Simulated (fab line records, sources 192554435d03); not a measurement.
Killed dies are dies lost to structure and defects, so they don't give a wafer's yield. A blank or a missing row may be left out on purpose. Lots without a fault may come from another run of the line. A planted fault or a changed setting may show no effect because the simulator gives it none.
Which tool did it? | flow n5_finfet | 8 lots, 21 wafers sampled, at 7 steps of a route of 1938

WHAT THE GAUGES READ, wafer by wafer
N5_MOL_CONTACT_COAG_CD_MEAS_40: target cd 25.1 nm. Usual: cd_nm 25.09 nm, standard deviation 0.25.
lot  | measured     | on        | cd_nm (nm)        | flag
L465 | day 5 00:55  | cd_sem-02 | 25.32 25.05 25.39 |
L468 | day 5 21:01  | cd_sem-03 | 24.91 24.74 25.07 |
L476 | day 8 01:09  | cd_sem-03 | 23.25 25.42       | OFF
L478 | day 8 08:39  | cd_sem-01 | 21.93 24.44       | OFF
L479 | day 8 22:03  | cd_sem-03 | 23.17 23.44       | OFF
L480 | day 9 01:50  | cd_sem-03 | 24.72 25.08 25.12 |
L484 | day 9 20:10  | cd_sem-01 | 25.12 24.78 24.69 |
L487 | day 10 15:38 | cd_sem-02 | 25.07 24.87 25.00 |

N5_MOL_CONTACT_COAG_CD_MEAS_101: target cd 16 nm. Usual: cd_nm 15.9 nm, standard deviation 0.35.
lot  | measured     | on        | cd_nm (nm)     | flag
L465 | day 5 02:18  | cd_sem-01 | 16.1 16.3 16.1 |
L468 | day 5 21:57  | cd_sem-01 | 15.5 15.5 15.8 |
L476 | day 8 02:20  | cd_sem-03 | 14.3 15.6      |
L478 | day 8 09:36  | cd_sem-03 | 13.5 15.8      | OFF
L479 | day 8 23:40  | cd_sem-03 | 14.0 14.4      | OFF
L480 | day 9 03:02  | cd_sem-03 | 15.7 15.4 15.5 |
L484 | day 9 21:19  | cd_sem-03 | 15.3 15.3 15.6 |
L487 | day 10 16:51 | cd_sem-03 | 15.8 16.4 16.3 |

N5_BEOL_M4_RC_MEAS_101. Usual: DIBL_N 36.3 mV/V, standard deviation 1.7; DIBL_P 36.5 mV/V, standard deviation 1.8; IOFF_N 0.16 nA/um, standard deviation 0.033; IOFF_P 0.21 nA/um, standard deviation 0.037; ION_N 675 uA/um, standard deviation 11; ION_P 462 uA/um, standard deviation 7.9; SS_N 71.6 mV/dec, standard deviation 0.64; SS_P 73.3 mV/dec, standard deviation 0.68; VT_N 249 mV, standard deviation 3.3; VT_P -250 mV, standard deviation 3.3.
lot  | measured     | on        | DIBL_N (mV/V)  | DIBL_P (mV/V)  | IOFF_N (nA/um) | IOFF_P (nA/um) | ION_N (uA/um) | ION_P (uA/um) | SS_N (mV/dec)  | SS_P (mV/dec)  | VT_N (mV)   | VT_P (mV)      | flag
L465 | day 7 15:28  | prober-01 | 35.4 35.3 34.9 | 36.0 36.6 36.1 | 0.14 0.15 0.15 | 0.19 0.20 0.19 | 666 684 678   | 457 469 466   | 71.4 71.6 71.6 | 73.2 73.9 73.7 | 253 249 253 | -255 -252 -252 |
L468 | day 8 13:29  | prober-01 | 35.7 33.6 36.1 | 36.1 33.4 36.5 | 0.15 0.11 0.14 | 0.18 0.14 0.18 | 682 681 677   | 467 462 463   | 71.0 71.0 71.5 | 73.3 72.8 73.3 | 251 255 253 | -251 -257 -253 |
L476 | day 10 09:43 | prober-01 | 35.6           | 34.7           | 0.15           | 0.17           | 666           | 450           | 71.1           | 72.7           | 249         | -253           |
L478 | day 11 11:26 | prober-02 | 39.5           | 39.9           | 0.22           | 0.26           | 672           | 463           | 73.9           | 74.1           | 250         | -247           | OFF
L480 | day 11 16:40 | prober-02 | 37.0 38.1 39.1 | 36.3 37.1 38.9 | 0.17 0.19 0.21 | 0.24 0.24 0.27 | 677 675 686   | 463 462 465   | 71.6 72.2 72.7 | 73.4 73.7 73.8 | 249 248 248 | -248 -246 -248 |
L484 | day 12 03:55 | prober-01 | 37.3 36.3 37.3 | 36.6 35.8 36.4 | 0.16 0.15 0.17 | 0.23 0.22 0.23 | 678 662 667   | 472 460 464   | 71.4 71.4 71.9 | 72.5 73.4 73.5 | 254 253 249 | -245 -248 -247 |
L487 | day 13 10:11 | prober-02 | 36.2 37.3 37.5 | 35.1 36.3 37.0 | 0.14 0.16 0.16 | 0.17 0.18 0.20 | 662 677 673   | 447 458 458   | 71.2 72.1 71.5 | 73.8 73.9 74.2 | 253 249 247 | -251 -254 -253 |

WHICH TOOL RAN EACH LOT (tool, then ch and the chambers of the sampled wafers, then the start)
lot  | N5_MOL_CONTACT_COAG_DESCUM_88      | N5_MOL_CONTACT_COAG_ETCH_47        | N5_MOL_CONTACT_COAG_EXPOSE_37     | N5_MOL_CONTACT_COAG_ETCH_65
L465 | rie_diel-01 ch 1,2,3, day 4 23:44  | rie_diel-01 ch 0,3, day 5 00:22    | euv_scanner-02 ch 0, day 5 00:46  | rie_diel-01 ch 2,3, day 5 01:04
L468 | rie_diel-06 ch 1,2,3, day 5 19:53  | rie_diel-01 ch 1,2,3, day 5 20:28  | euv_scanner-02 ch 0, day 5 20:52  | rie_diel-01 ch 0,3, day 5 21:10
L476 | rie_diel-01 ch 0,2, day 8 00:02    | rie_diel-06 ch 1,3, day 8 00:37    | euv_scanner-02 ch 0, day 8 01:01  | rie_diel-03 ch 1,2, day 8 01:19
L478 | rie_diel-06 ch 0,2, day 8 07:19    | rie_diel-06 ch 0,3, day 8 07:58    | euv_scanner-02 ch 0, day 8 08:30  | rie_diel-01 ch 0,2, day 8 08:49
L479 | rie_diel-03 ch 1,3, day 8 20:35    | rie_diel-03 ch 1,3, day 8 21:31    | euv_scanner-02 ch 0, day 8 21:55  | rie_diel-03 ch 1,3, day 8 22:29
L480 | rie_diel-03 ch 1,2, day 9 00:35    | rie_diel-01 ch 0,1,3, day 9 01:10  | euv_scanner-01 ch 0, day 9 01:42  | rie_diel-06 ch 1,3, day 9 02:04
L484 | rie_diel-03 ch 1,2, day 9 18:54    | rie_diel-06 ch 0,1,3, day 9 19:28  | euv_scanner-01 ch 0, day 9 20:02  | rie_diel-03 ch 2,3, day 9 20:19
L487 | rie_diel-01 ch 1,2,3, day 10 14:14 | rie_diel-01 ch 0,2,3, day 10 14:58 | euv_scanner-01 ch 0, day 10 15:30 | rie_diel-06 ch 0,2, day 10 15:48
- N5_MOL_CONTACT_COAG_DESCUM_88: chemistry O2, time 7 s.
- N5_MOL_CONTACT_COAG_ETCH_47: etches SiNx in CH3F/O2, stops on W, target depth 27 nm.
- N5_MOL_CONTACT_COAG_EXPOSE_37: exposes mask VD, defocus 0 nm.
- N5_MOL_CONTACT_COAG_ETCH_65: etches underlayer in N2/H2, target depth 13 nm, time 10.4 s.

WHAT THE TOOLS THEMSELVES READ (means of the sampled wafers that have a number; where no wafer has one, the mark that the record gives instead)
N5_MOL_CONTACT_COAG_DESCUM_88. Usual: drypump_motor_current_A 5.4 A, standard deviation 0.48; oes_product_au 0.79 a.u., standard deviation 0.075; rf_fwd_power_W 49.34 W, standard deviation 0.26; rf_vpp_V 243.1 V, standard deviation 1.3; showerhead_plenum_p_Torr 2.09 Torr, standard deviation 0.072; throttle_valve_pct 20.47 %, standard deviation 0.21.
lot  | tool        | drypump_motor_current_A (A) | oes_product_au (a.u.) | rf_fwd_power_W (W) | rf_vpp_V (V) | showerhead_plenum_p_Torr (Torr) | throttle_valve_pct (%) | flag
L465 | rie_diel-01 | 5.8                         | 0.80                  | 49.17              | 244.2        | 2.17                            | 20.46                  |
L468 | rie_diel-06 | 5.2                         | 0.84                  | 49.44              | 242.9        | 2.07                            | 20.41                  |
L476 | rie_diel-01 | 5.3                         | 0.76                  | 49.23              | 243.8        | 2.13                            | 20.66                  |
L478 | rie_diel-06 | 5.1                         | 0.77                  | 49.14              | 243.3        | 2.09                            | 20.62                  |
L479 | rie_diel-03 | 5.3                         | 0.87                  | 49.34              | 243.2        | 2.09                            | 20.28                  |
L480 | rie_diel-03 | 5.1                         | 0.77                  | 49.23              | 241.7        | 2.02                            | 20.27                  |
L484 | rie_diel-03 | 5.1                         | 0.76                  | 49.51              | 242.4        | 2.01                            | 20.29                  |
L487 | rie_diel-01 | 5.8                         | 0.83                  | 49.35              | 243.5        | 2.15                            | 20.41                  |

N5_MOL_CONTACT_COAG_ETCH_47. Usual: drypump_motor_current_A 5.5 A, standard deviation 0.5; etch_rf_on_time_s 31.1 s, standard deviation 0.52; oes_product_au 0.70 a.u., standard deviation 0.065; rf_fwd_power_W 386.0 W, standard deviation 1.9; rf_vpp_V 298 V, standard deviation 4; showerhead_plenum_p_Torr 2.00 Torr, standard deviation 0.068; throttle_valve_pct 16.36 %, standard deviation 0.24.
lot  | tool        | drypump_motor_current_A (A) | etch_rf_on_time_s (s) | oes_product_au (a.u.) | rf_fwd_power_W (W) | rf_vpp_V (V) | showerhead_plenum_p_Torr (Torr) | throttle_valve_pct (%) | flag
L465 | rie_diel-01 | 6.2                         | 30.8                  | 0.77                  | 385.8              | 302          | 2.07                            | 16.12                  |
L468 | rie_diel-01 | 5.8                         | 31.2                  | 0.71                  | 386.7              | 296          | 2.07                            | 16.37                  |
L476 | rie_diel-06 | 5.2                         | 31.0                  | 0.72                  | 384.8              | 302          | 1.98                            | 16.14                  |
L478 | rie_diel-06 | 5.0                         | 31.3                  | 0.69                  | 385.9              | 296          | 2.00                            | 16.26                  |
L479 | rie_diel-03 | 5.3                         | 30.9                  | 0.78                  | 384.2              | 298          | 1.99                            | 16.16                  |
L480 | rie_diel-01 | 6.0                         | 31.2                  | 0.75                  | 387.4              | 297          | 2.01                            | 16.23                  |
L484 | rie_diel-06 | 5.1                         | 31.1                  | 0.69                  | 386.2              | 298          | 2.00                            | 16.32                  |
L487 | rie_diel-01 | 5.7                         | 31.3                  | 0.68                  | 386.6              | 298          | 2.06                            | 16.44                  |

N5_MOL_CONTACT_COAG_ETCH_65. Usual: drypump_motor_current_A 5.5 A, standard deviation 0.49; etch_rf_on_time_s 10.40 s, standard deviation 0.22; n2_flow_sccm 200.0 sccm, standard deviation 0.59; oes_product_au 0.67 a.u., standard deviation 0.062; rf_fwd_power_W 818.5 W, standard deviation 2.4; rf_vpp_V 523.5 V, standard deviation 2.6; showerhead_plenum_p_Torr 2.53 Torr, standard deviation 0.088; throttle_valve_pct 17.87 %, standard deviation 0.25.
lot  | tool        | drypump_motor_current_A (A) | etch_rf_on_time_s (s) | n2_flow_sccm (sccm) | oes_product_au (a.u.) | rf_fwd_power_W (W) | rf_vpp_V (V) | showerhead_plenum_p_Torr (Torr) | throttle_valve_pct (%) | flag
L465 | rie_diel-01 | 6.0                         | 10.33                 | 199.9               | 0.75                  | 814.4              | 528.8        | 2.70                            | 17.69                  |
L468 | rie_diel-01 | 5.9                         | 10.18                 | 200.3               | 0.68                  | 817.2              | 524.4        | 2.57                            | 17.81                  |
L476 | rie_diel-03 | 5.3                         | 10.46                 | 200.2               | 0.65                  | 821.6              | 521.4        | 2.43                            | 17.72                  |
L478 | rie_diel-01 | 5.4                         | 10.59                 | 198.9               | 0.64                  | 821.1              | 525.8        | 2.58                            | 18.09                  |
L479 | rie_diel-03 | 5.3                         | 10.46                 | 200.6               | 0.73                  | 819.8              | 523.5        | 2.52                            | 17.58                  |
L480 | rie_diel-06 | 5.2                         | 10.52                 | 200.4               | 0.67                  | 819.4              | 523.4        | 2.53                            | 17.75                  |
L484 | rie_diel-03 | 5.8                         | 10.47                 | 199.7               | 0.65                  | 820.1              | 522.6        | 2.47                            | 17.94                  |
L487 | rie_diel-06 | 5.1                         | 10.39                 | 200.3               | 0.63                  | 820.3              | 524.3        | 2.57                            | 18.19                  |

THE ANSWER, worked out from the rows above alone
Rule: a lot is off if the mean of its wafers that have a number lies more than 3 standard deviations from the usual mean. A lot without any number at a reading at which 4 lots or more have one is off too. The other lots that the step has rows for count as sound. The gauges are gone through in route order, then the tools' own readings, and for those a lot's mean is taken as printed above. The first step at which some lot is off is used, and at that step the reading that is off furthest; a lot without a number counts as furthest.
Off: L476, L478, L479, at N5_MOL_CONTACT_COAG_CD_MEAS_40 (cd_nm).
A tool fits if, at a process step before that reading, it ran every lot that is off, and no sound lot after the first of them. The gauges at N5_MOL_CONTACT_COAG_CD_MEAS_40 are tried like those tools. One fits: euv_scanner-02 at N5_MOL_CONTACT_COAG_EXPOSE_37. Its last sound lot is L468 (day 5 20:52), its first lot that is off L476 (day 8 01:01): a fault that began between those two fits.

WHAT THE SIMULATOR HAD PUT IN
Process parameter drift: euv_scanner-02, from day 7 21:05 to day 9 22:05, at N5_MOL_CONTACT_COAG_EXPOSE_37. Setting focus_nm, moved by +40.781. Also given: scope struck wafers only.
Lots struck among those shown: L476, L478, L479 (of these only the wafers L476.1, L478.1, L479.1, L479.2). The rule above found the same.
